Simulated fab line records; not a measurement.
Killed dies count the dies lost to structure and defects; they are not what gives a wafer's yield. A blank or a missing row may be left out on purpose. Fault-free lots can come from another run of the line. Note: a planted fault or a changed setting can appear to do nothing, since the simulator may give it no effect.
Which tool is to blame? || flow n5_finfet || 24 lots with 72 wafers sampled at 5 steps, on a route of 1938 steps

## WHAT THE GAUGES READ, wafer by wafer
N5_BEOL_M6_THK_MEAS_01.
{"lot": "L075", "measured": "day 8 13:44", "on": "film_metro-02", "M6_ILD_THK (nm)": "154.4 155.2 157.4"}
{"lot": "L074", "measured": "day 8 14:17", "on": "film_metro-02", "M6_ILD_THK (nm)": "152.9 153.0 154.4"}
{"lot": "L076", "measured": "day 9 04:01", "on": "film_metro-02", "M6_ILD_THK (nm)": "152.1 156.0 154.4"}
{"lot": "L077", "measured": "day 9 08:20", "on": "film_metro-01", "M6_ILD_THK (nm)": "156.3 153.7 155.6"}
{"lot": "L078", "measured": "day 9 11:48", "on": "film_metro-01", "M6_ILD_THK (nm)": "153.8 154.3 156.9"}
{"lot": "L080", "measured": "day 9 16:23", "on": "film_metro-01", "M6_ILD_THK (nm)": "152.7 157.5 156.8"}
{"lot": "L079", "measured": "day 9 17:25", "on": "film_metro-02", "M6_ILD_THK (nm)": "154.3 157.5 156.9"}
{"lot": "L081", "measured": "day 10 09:50", "on": "film_metro-01", "M6_ILD_THK (nm)": "158.0 159.0 159.5"}
{"lot": "L082", "measured": "day 10 19:05", "on": "film_metro-01", "M6_ILD_THK (nm)": "158.1 158.5 159.0"}
{"lot": "L083", "measured": "day 10 18:59", "on": "film_metro-01", "M6_ILD_THK (nm)": "155.5 155.2 158.3"}
{"lot": "L085", "measured": "day 11 03:05", "on": "film_metro-02", "M6_ILD_THK (nm)": "152.1 151.7 155.4"}
{"lot": "L084", "measured": "day 11 14:33", "on": "film_metro-01", "M6_ILD_THK (nm)": "152.2 153.3 152.9"}
{"lot": "L086", "measured": "day 11 14:42", "on": "film_metro-02", "M6_ILD_THK (nm)": "151.9 155.3 155.3"}
{"lot": "L087", "measured": "day 11 20:23", "on": "film_metro-02", "M6_ILD_THK (nm)": "152.4 156.6 157.7"}
{"lot": "L089", "measured": "day 12 17:19", "on": "film_metro-02", "M6_ILD_THK (nm)": "154.7 156.6 154.7"}
{"lot": "L088", "measured": "day 12 18:01", "on": "film_metro-02", "M6_ILD_THK (nm)": "155.9 158.6 157.7"}
{"lot": "L090", "measured": "day 13 02:45", "on": "film_metro-01", "M6_ILD_THK (nm)": "151.6 154.8 153.9"}
{"lot": "L091", "measured": "day 13 03:08", "on": "film_metro-01", "M6_ILD_THK (nm)": "155.4 154.8 154.4"}
{"lot": "L093", "measured": "day 13 07:53", "on": "film_metro-02", "M6_ILD_THK (nm)": "155.9 157.1 156.6"}
{"lot": "L094", "measured": "day 13 18:02", "on": "film_metro-02", "M6_ILD_THK (nm)": "155.1 157.6 155.4"}
{"lot": "L092", "measured": "day 13 17:48", "on": "film_metro-01", "M6_ILD_THK (nm)": "155.0 153.4 155.8"}
{"lot": "L095", "measured": "day 14 00:53", "on": "film_metro-02", "M6_ILD_THK (nm)": "153.7 153.7 154.8"}
{"lot": "L096", "measured": "day 14 04:36", "on": "film_metro-02", "M6_ILD_THK (nm)": "152.5 153.8 155.5"}
{"lot": "L097", "measured": "day 14 09:31", "on": "film_metro-02", "M6_ILD_THK (nm)": "149.6 152.8 152.9"}

N5_BEOL_M6_OVL_MEAS_12.
{"lot": "L075", "measured": "day 8 16:27", "on": "overlay-01", "M6_OVL (nm)": "0.2 1.3 0.4"}
{"lot": "L074", "measured": "day 8 16:37", "on": "overlay-01", "M6_OVL (nm)": "-0.1 -0.5 1.2"}
{"lot": "L076", "measured": "day 9 07:19", "on": "overlay-01", "M6_OVL (nm)": "0.0 -1.5 -0.7"}
{"lot": "L077", "measured": "day 9 10:04", "on": "overlay-02", "M6_OVL (nm)": "0.2 -0.4 -0.5"}
{"lot": "L078", "measured": "day 9 15:43", "on": "overlay-01", "M6_OVL (nm)": "0.5 0.1 -0.6"}
{"lot": "L080", "measured": "day 9 19:08", "on": "overlay-02", "M6_OVL (nm)": "-0.3 0.0 -0.1"}
{"lot": "L079", "measured": "day 9 19:19", "on": "overlay-02", "M6_OVL (nm)": "0.0 -0.8 -1.4"}
{"lot": "L081", "measured": "day 10 11:15", "on": "overlay-02", "M6_OVL (nm)": "-0.9 -0.7 -1.4"}
{"lot": "L082", "measured": "day 10 21:10", "on": "overlay-02", "M6_OVL (nm)": "-0.1 0.7 -0.4"}
{"lot": "L083", "measured": "day 10 20:44", "on": "overlay-01", "M6_OVL (nm)": "0.3 -0.3 -1.2"}
{"lot": "L085", "measured": "day 11 04:58", "on": "overlay-02", "M6_OVL (nm)": "0.3 -0.3 1.4"}
{"lot": "L084", "measured": "day 11 15:16", "on": "overlay-01", "M6_OVL (nm)": "0.5 -0.5 1.2"}
{"lot": "L086", "measured": "day 11 15:37", "on": "overlay-01", "M6_OVL (nm)": "0.2 1.1 0.5"}
{"lot": "L087", "measured": "day 11 21:38", "on": "overlay-02", "M6_OVL (nm)": "0.1 0.2 0.4"}
{"lot": "L089", "measured": "day 12 18:26", "on": "overlay-02", "M6_OVL (nm)": "-1.6 -1.4 -0.8"}
{"lot": "L088", "measured": "day 12 18:39", "on": "overlay-02", "M6_OVL (nm)": "-1.1 -0.7 -0.8"}
{"lot": "L090", "measured": "day 13 05:34", "on": "overlay-01", "M6_OVL (nm)": "-0.8 -2.6 -0.2"}
{"lot": "L091", "measured": "day 13 05:44", "on": "overlay-01", "M6_OVL (nm)": "-0.1 0.8 0.6"}
{"lot": "L093", "measured": "day 13 10:07", "on": "overlay-01", "M6_OVL (nm)": "-0.8 -1.4 -0.7"}
{"lot": "L094", "measured": "day 13 19:57", "on": "overlay-01", "M6_OVL (nm)": "0.6 -0.9 -0.5"}
{"lot": "L092", "measured": "day 13 19:44", "on": "overlay-01", "M6_OVL (nm)": "-0.7 -1.7 -0.1"}
{"lot": "L095", "measured": "day 14 02:38", "on": "overlay-01", "M6_OVL (nm)": "-0.9 -2.0 -0.6"}
{"lot": "L096", "measured": "day 14 06:19", "on": "overlay-02", "M6_OVL (nm)": "0.0 0.0 -0.5"}
{"lot": "L097", "measured": "day 14 10:36", "on": "overlay-01", "M6_OVL (nm)": "-0.5 -0.6 -0.2"}

N5_BEOL_M6_CD_MEAS_28: target cd 40 nm.
{"lot": "L075", "measured": "day 8 18:42", "on": "cd_sem-01", "cd_nm (nm)": "40.18 39.99 39.86"}
{"lot": "L074", "measured": "day 8 18:45", "on": "cd_sem-02", "cd_nm (nm)": "40.05 40.16 40.58"}
{"lot": "L076", "measured": "day 9 08:29", "on": "cd_sem-01", "cd_nm (nm)": "40.22 40.24 40.10"}
{"lot": "L077", "measured": "day 9 14:32", "on": "cd_sem-01", "cd_nm (nm)": "40.53 40.14 40.33"}
{"lot": "L078", "measured": "day 9 17:53", "on": "cd_sem-01", "cd_nm (nm)": "40.24 40.30 40.53"}
{"lot": "L080", "measured": "day 9 20:05", "on": "cd_sem-02", "cd_nm (nm)": "40.24 39.98 40.34"}
{"lot": "L079", "measured": "day 9 20:08", "on": "cd_sem-03", "cd_nm (nm)": "40.20 40.25 39.93"}
{"lot": "L081", "measured": "day 10 16:31", "on": "cd_sem-03", "cd_nm (nm)": "40.01 40.06 40.29"}
{"lot": "L082", "measured": "day 10 22:07", "on": "cd_sem-01", "cd_nm (nm)": "40.24 40.11 39.79"}
{"lot": "L083", "measured": "day 10 21:40", "on": "cd_sem-01", "cd_nm (nm)": "40.80 39.97 40.41"}
{"lot": "L085", "measured": "day 11 06:58", "on": "cd_sem-02", "cd_nm (nm)": "40.52 40.43 40.24"}
{"lot": "L084", "measured": "day 11 17:20", "on": "cd_sem-02", "cd_nm (nm)": "40.00 40.31 40.08"}
{"lot": "L086", "measured": "day 11 17:25", "on": "cd_sem-01", "cd_nm (nm)": "40.27 40.25 40.16"}
{"lot": "L087", "measured": "day 11 23:16", "on": "cd_sem-01", "cd_nm (nm)": "40.03 39.97 39.91"}
{"lot": "L089", "measured": "day 12 20:05", "on": "cd_sem-02", "cd_nm (nm)": "40.11 39.62 40.31"}
{"lot": "L088", "measured": "day 12 20:02", "on": "cd_sem-01", "cd_nm (nm)": "40.00 39.88 40.22"}
{"lot": "L090", "measured": "day 13 06:34", "on": "cd_sem-01", "cd_nm (nm)": "39.85 40.29 39.92"}
{"lot": "L091", "measured": "day 13 09:31", "on": "cd_sem-01", "cd_nm (nm)": "40.19 40.28 39.93"}
{"lot": "L093", "measured": "day 13 15:07", "on": "cd_sem-01", "cd_nm (nm)": "39.98 39.89 40.08"}
{"lot": "L094", "measured": "day 13 21:46", "on": "cd_sem-02", "cd_nm (nm)": "39.95 40.46 40.22"}
{"lot": "L092", "measured": "day 13 21:56", "on": "cd_sem-01", "cd_nm (nm)": "40.24 40.43 39.99"}
{"lot": "L095", "measured": "day 14 05:01", "on": "cd_sem-02", "cd_nm (nm)": "40.29 40.21 40.54"}
{"lot": "L096", "measured": "day 14 07:18", "on": "cd_sem-03", "cd_nm (nm)": "40.68 40.15 40.41"}
{"lot": "L097", "measured": "day 14 11:33", "on": "cd_sem-03", "cd_nm (nm)": "40.47 40.19 40.71"}

## WHICH TOOL RAN EACH LOT (tool, then ch and the chambers of the sampled wafers, then the start)
{"lot": "L075", "N5_BEOL_M5_CMP_52": "cmp-04 ch 0,1, day 8 12:35", "N5_BEOL_M5_PRE_CLEAN_77": "cvd_co-01 ch 0,1,2, day 8 12:53"}
{"lot": "L074", "N5_BEOL_M5_CMP_52": "cmp-04 ch 1,2, day 8 13:01", "N5_BEOL_M5_PRE_CLEAN_77": "cvd_co-01 ch 0,1, day 8 13:20"}
{"lot": "L076", "N5_BEOL_M5_CMP_52": "cmp-04 ch 0,2, day 9 02:02", "N5_BEOL_M5_PRE_CLEAN_77": "cvd_co-01 ch 0,1,2, day 9 02:19"}
{"lot": "L077", "N5_BEOL_M5_CMP_52": "cmp-02 ch 0,1, day 9 06:37", "N5_BEOL_M5_PRE_CLEAN_77": "cvd_co-01 ch 0,2, day 9 06:57"}
{"lot": "L078", "N5_BEOL_M5_CMP_52": "cmp-04 ch 1,3, day 9 10:38", "N5_BEOL_M5_PRE_CLEAN_77": "cvd_co-02 ch 0,1,2, day 9 10:56"}
{"lot": "L080", "N5_BEOL_M5_CMP_52": "cmp-04 ch 0,1, day 9 15:11", "N5_BEOL_M5_PRE_CLEAN_77": "cvd_co-02 ch 0,1,2, day 9 15:31"}
{"lot": "L079", "N5_BEOL_M5_CMP_52": "cmp-03 ch 1,2,3, day 9 15:48", "N5_BEOL_M5_PRE_CLEAN_77": "cvd_co-02 ch 1,2, day 9 16:04"}
{"lot": "L081", "N5_BEOL_M5_CMP_52": "cmp-04 ch 0,1,3, day 10 08:35", "N5_BEOL_M5_PRE_CLEAN_77": "cvd_co-02 ch 0,1,2, day 10 08:58"}
{"lot": "L082", "N5_BEOL_M5_CMP_52": "cmp-04 ch 0,1,2, day 10 17:28", "N5_BEOL_M5_PRE_CLEAN_77": "cvd_co-01 ch 0,2, day 10 17:43"}
{"lot": "L083", "N5_BEOL_M5_CMP_52": "cmp-02 ch 0,1,2, day 10 17:50", "N5_BEOL_M5_PRE_CLEAN_77": "cvd_co-02 ch 0,1,2, day 10 18:07"}
{"lot": "L085", "N5_BEOL_M5_CMP_52": "cmp-02 ch 0,2, day 11 01:56", "N5_BEOL_M5_PRE_CLEAN_77": "cvd_co-01 ch 1,2, day 11 02:13"}
{"lot": "L084", "N5_BEOL_M5_CMP_52": "cmp-04 ch 1,2,3, day 11 13:23", "N5_BEOL_M5_PRE_CLEAN_77": "cvd_co-02 ch 0,2, day 11 13:41"}
{"lot": "L086", "N5_BEOL_M5_CMP_52": "cmp-02 ch 1,2,3, day 11 13:26", "N5_BEOL_M5_PRE_CLEAN_77": "cvd_co-01 ch 0,1, day 11 13:41"}
{"lot": "L087", "N5_BEOL_M5_CMP_52": "cmp-02 ch 1,3, day 11 19:05", "N5_BEOL_M5_PRE_CLEAN_77": "cvd_co-01 ch 0,1, day 11 19:25"}
{"lot": "L089", "N5_BEOL_M5_CMP_52": "cmp-02 ch 0,2,3, day 12 15:47", "N5_BEOL_M5_PRE_CLEAN_77": "cvd_co-01 ch 1,2, day 12 16:07"}
{"lot": "L088", "N5_BEOL_M5_CMP_52": "cmp-02 ch 1,2, day 12 16:02", "N5_BEOL_M5_PRE_CLEAN_77": "cvd_co-02 ch 0,2, day 12 16:20"}
{"lot": "L090", "N5_BEOL_M5_CMP_52": "cmp-04 ch 2,3, day 13 01:35", "N5_BEOL_M5_PRE_CLEAN_77": "cvd_co-02 ch 0,2, day 13 01:53"}
{"lot": "L091", "N5_BEOL_M5_CMP_52": "cmp-04 ch 1,2,3, day 13 02:01", "N5_BEOL_M5_PRE_CLEAN_77": "cvd_co-02 ch 0,2, day 13 02:16"}
{"lot": "L093", "N5_BEOL_M5_CMP_52": "cmp-03 ch 0,3, day 13 06:42", "N5_BEOL_M5_PRE_CLEAN_77": "cvd_co-01 ch 0,1,2, day 13 07:03"}
{"lot": "L094", "N5_BEOL_M5_CMP_52": "cmp-03 ch 0,2,3, day 13 16:15", "N5_BEOL_M5_PRE_CLEAN_77": "cvd_co-01 ch 1,2, day 13 16:30"}
{"lot": "L092", "N5_BEOL_M5_CMP_52": "cmp-03 ch 0,2,3, day 13 16:32", "N5_BEOL_M5_PRE_CLEAN_77": "cvd_co-02 ch 0,1,2, day 13 16:56"}
{"lot": "L095", "N5_BEOL_M5_CMP_52": "cmp-02 ch 0,2,3, day 13 23:44", "N5_BEOL_M5_PRE_CLEAN_77": "cvd_co-02 ch 0,1, day 13 23:59"}
{"lot": "L096", "N5_BEOL_M5_CMP_52": "cmp-03 ch 1,2,3, day 14 03:26", "N5_BEOL_M5_PRE_CLEAN_77": "cvd_co-01 ch 1,2, day 14 03:44"}
{"lot": "L097", "N5_BEOL_M5_CMP_52": "cmp-04 ch 0,1,2, day 14 08:15", "N5_BEOL_M5_PRE_CLEAN_77": "cvd_co-01 ch 0,2, day 14 08:29"}
- N5_BEOL_M5_CMP_52: polishes, stops on SiCOH lowk, t overpolish 6.9 s, target thk 62 nm.
- N5_BEOL_M5_PRE_CLEAN_77: time 15 s.

## AS READ BY THE TOOLS THEMSELVES (means over the sampled wafers that have a number; for cases with no such wafer, the mark the record gives instead)
N5_BEOL_M5_CMP_52.
{"lot": "L075", "tool": "cmp-04", "barrier_field_endpoint_s (s)": 23.8, "edge_zone_pressure_frac": 1.001, "motor_current_A (A)": 6.2, "overpolish_run_s (s)": 6.902, "time_to_endpoint_s (s)": 56}
{"lot": "L074", "tool": "cmp-04", "barrier_field_endpoint_s (s)": 23.9, "edge_zone_pressure_frac": 1.004, "motor_current_A (A)": 6.4, "overpolish_run_s (s)": 6.900, "time_to_endpoint_s (s)": 57}
{"lot": "L076", "tool": "cmp-04", "barrier_field_endpoint_s (s)": 24.6, "edge_zone_pressure_frac": 1.006, "motor_current_A (A)": 6.2, "overpolish_run_s (s)": 6.897, "time_to_endpoint_s (s)": 59}
{"lot": "L077", "tool": "cmp-02", "barrier_field_endpoint_s (s)": 23.4, "edge_zone_pressure_frac": 1.001, "motor_current_A (A)": 5.7, "overpolish_run_s (s)": 6.887, "time_to_endpoint_s (s)": 56}
{"lot": "L078", "tool": "cmp-04", "barrier_field_endpoint_s (s)": 24.2, "edge_zone_pressure_frac": 0.996, "motor_current_A (A)": 6.1, "overpolish_run_s (s)": 6.901, "time_to_endpoint_s (s)": 58}
{"lot": "L080", "tool": "cmp-04", "barrier_field_endpoint_s (s)": 24.6, "edge_zone_pressure_frac": 1.001, "motor_current_A (A)": 6.4, "overpolish_run_s (s)": 6.891, "time_to_endpoint_s (s)": 57}
{"lot": "L079", "tool": "cmp-03", "barrier_field_endpoint_s (s)": 24.9, "edge_zone_pressure_frac": 1.002, "motor_current_A (A)": 5.8, "overpolish_run_s (s)": 6.894, "time_to_endpoint_s (s)": 61}
{"lot": "L081", "tool": "cmp-04", "barrier_field_endpoint_s (s)": 24.4, "edge_zone_pressure_frac": 1.002, "motor_current_A (A)": 6.1, "overpolish_run_s (s)": 6.897, "time_to_endpoint_s (s)": 62}
{"lot": "L082", "tool": "cmp-04", "barrier_field_endpoint_s (s)": 24.4, "edge_zone_pressure_frac": 0.995, "motor_current_A (A)": 6.2, "overpolish_run_s (s)": 6.907, "time_to_endpoint_s (s)": 61}
{"lot": "L083", "tool": "cmp-02", "barrier_field_endpoint_s (s)": 24.3, "edge_zone_pressure_frac": 1.001, "motor_current_A (A)": 5.7, "overpolish_run_s (s)": 6.910, "time_to_endpoint_s (s)": 61}
{"lot": "L085", "tool": "cmp-02", "barrier_field_endpoint_s (s)": 25.1, "edge_zone_pressure_frac": 1.000, "motor_current_A (A)": 6.0, "overpolish_run_s (s)": 6.904, "time_to_endpoint_s (s)": 65}
{"lot": "L084", "tool": "cmp-04", "barrier_field_endpoint_s (s)": 24.9, "edge_zone_pressure_frac": 1.000, "motor_current_A (A)": 6.3, "overpolish_run_s (s)": 6.897, "time_to_endpoint_s (s)": 62}
{"lot": "L086", "tool": "cmp-02", "barrier_field_endpoint_s (s)": 24.3, "edge_zone_pressure_frac": 0.996, "motor_current_A (A)": 5.9, "overpolish_run_s (s)": 6.906, "time_to_endpoint_s (s)": 61}
{"lot": "L087", "tool": "cmp-02", "barrier_field_endpoint_s (s)": 24.2, "edge_zone_pressure_frac": 1.003, "motor_current_A (A)": 5.7, "overpolish_run_s (s)": 6.904, "time_to_endpoint_s (s)": 59}
{"lot": "L089", "tool": "cmp-02", "barrier_field_endpoint_s (s)": 24.6, "edge_zone_pressure_frac": 0.999, "motor_current_A (A)": 5.6, "overpolish_run_s (s)": 6.910, "time_to_endpoint_s (s)": 65}
{"lot": "L088", "tool": "cmp-02", "barrier_field_endpoint_s (s)": 24.6, "edge_zone_pressure_frac": 1.001, "motor_current_A (A)": 5.9, "overpolish_run_s (s)": 6.901, "time_to_endpoint_s (s)": 60}
{"lot": "L090", "tool": "cmp-04", "barrier_field_endpoint_s (s)": 24.4, "edge_zone_pressure_frac": 1.005, "motor_current_A (A)": 6.2, "overpolish_run_s (s)": 6.906, "time_to_endpoint_s (s)": 61}
{"lot": "L091", "tool": "cmp-04", "barrier_field_endpoint_s (s)": 24.1, "edge_zone_pressure_frac": 1.002, "motor_current_A (A)": 6.1, "overpolish_run_s (s)": 6.905, "time_to_endpoint_s (s)": 60}
{"lot": "L093", "tool": "cmp-03", "barrier_field_endpoint_s (s)": 25.0, "edge_zone_pressure_frac": 0.999, "motor_current_A (A)": 6.1, "overpolish_run_s (s)": 6.900, "time_to_endpoint_s (s)": 63}
{"lot": "L094", "tool": "cmp-03", "barrier_field_endpoint_s (s)": 24.7, "edge_zone_pressure_frac": 0.998, "motor_current_A (A)": 5.9, "overpolish_run_s (s)": 6.906, "time_to_endpoint_s (s)": 62}
{"lot": "L092", "tool": "cmp-03", "barrier_field_endpoint_s (s)": 24.7, "edge_zone_pressure_frac": 1.001, "motor_current_A (A)": 6.0, "overpolish_run_s (s)": 6.908, "time_to_endpoint_s (s)": 59}
{"lot": "L095", "tool": "cmp-02", "barrier_field_endpoint_s (s)": 24.6, "edge_zone_pressure_frac": 0.997, "motor_current_A (A)": 5.6, "overpolish_run_s (s)": 6.893, "time_to_endpoint_s (s)": 64}
{"lot": "L096", "tool": "cmp-03", "barrier_field_endpoint_s (s)": 24.8, "edge_zone_pressure_frac": 0.998, "motor_current_A (A)": 5.9, "overpolish_run_s (s)": 6.903, "time_to_endpoint_s (s)": 65}
{"lot": "L097", "tool": "cmp-04", "barrier_field_endpoint_s (s)": 24.0, "edge_zone_pressure_frac": 0.998, "motor_current_A (A)": 6.2, "overpolish_run_s (s)": 6.903, "time_to_endpoint_s (s)": 60}

N5_BEOL_M5_PRE_CLEAN_77.
{"lot": "L075", "tool": "cvd_co-01", "heater_power_w (W)": 65}
{"lot": "L074", "tool": "cvd_co-01", "heater_power_w (W)": 74}
{"lot": "L076", "tool": "cvd_co-01", "heater_power_w (W)": 64}
{"lot": "L077", "tool": "cvd_co-01", "heater_power_w (W)": 56}
{"lot": "L078", "tool": "cvd_co-02", "heater_power_w (W)": 95}
{"lot": "L080", "tool": "cvd_co-02", "heater_power_w (W)": 96}
{"lot": "L079", "tool": "cvd_co-02", "heater_power_w (W)": 98}
{"lot": "L081", "tool": "cvd_co-02", "heater_power_w (W)": 96}
{"lot": "L082", "tool": "cvd_co-01", "heater_power_w (W)": 67}
{"lot": "L083", "tool": "cvd_co-02", "heater_power_w (W)": 95}
{"lot": "L085", "tool": "cvd_co-01", "heater_power_w (W)": 63}
{"lot": "L084", "tool": "cvd_co-02", "heater_power_w (W)": 96}
{"lot": "L086", "tool": "cvd_co-01", "heater_power_w (W)": 73}
{"lot": "L087", "tool": "cvd_co-01", "heater_power_w (W)": 74}
{"lot": "L089", "tool": "cvd_co-01", "heater_power_w (W)": 55}
{"lot": "L088", "tool": "cvd_co-02", "heater_power_w (W)": 101}
{"lot": "L090", "tool": "cvd_co-02", "heater_power_w (W)": 97}
{"lot": "L091", "tool": "cvd_co-02", "heater_power_w (W)": 101}
{"lot": "L093", "tool": "cvd_co-01", "heater_power_w (W)": 65}
{"lot": "L094", "tool": "cvd_co-01", "heater_power_w (W)": 55}
{"lot": "L092", "tool": "cvd_co-02", "heater_power_w (W)": 95}
{"lot": "L095", "tool": "cvd_co-02", "heater_power_w (W)": 92}
{"lot": "L096", "tool": "cvd_co-01", "heater_power_w (W)": 54}
{"lot": "L097", "tool": "cvd_co-01", "heater_power_w (W)": 57}

## THE ANSWER, worked out from the rows above alone
Rule: usual is defined by the lots themselves. The widest of any qualifying gaps counts: lots, ordered by their means at a reading, are off when they make up no more than a third of the lots, leave a main group of 4 or more, and stand apart from it by 3 or more times the standard deviation of that group's means. A main group whose means are all the same, to the digits that the tables above print for the reading, isn't used. A lot without any number at a reading at which 4 lots or more have one is off too. All remaining lots with rows at the step are treated as sound. The gauges are gone through in route order, then the tools' own readings, and for those a lot's mean is taken as printed above. The first step at which some lot is off is used, and at that step the reading that is off furthest; a lot without a number counts as furthest.
Nothing can be told from this: no lot is off at any reading shown.

## WHAT THE SIMULATOR PUT IN
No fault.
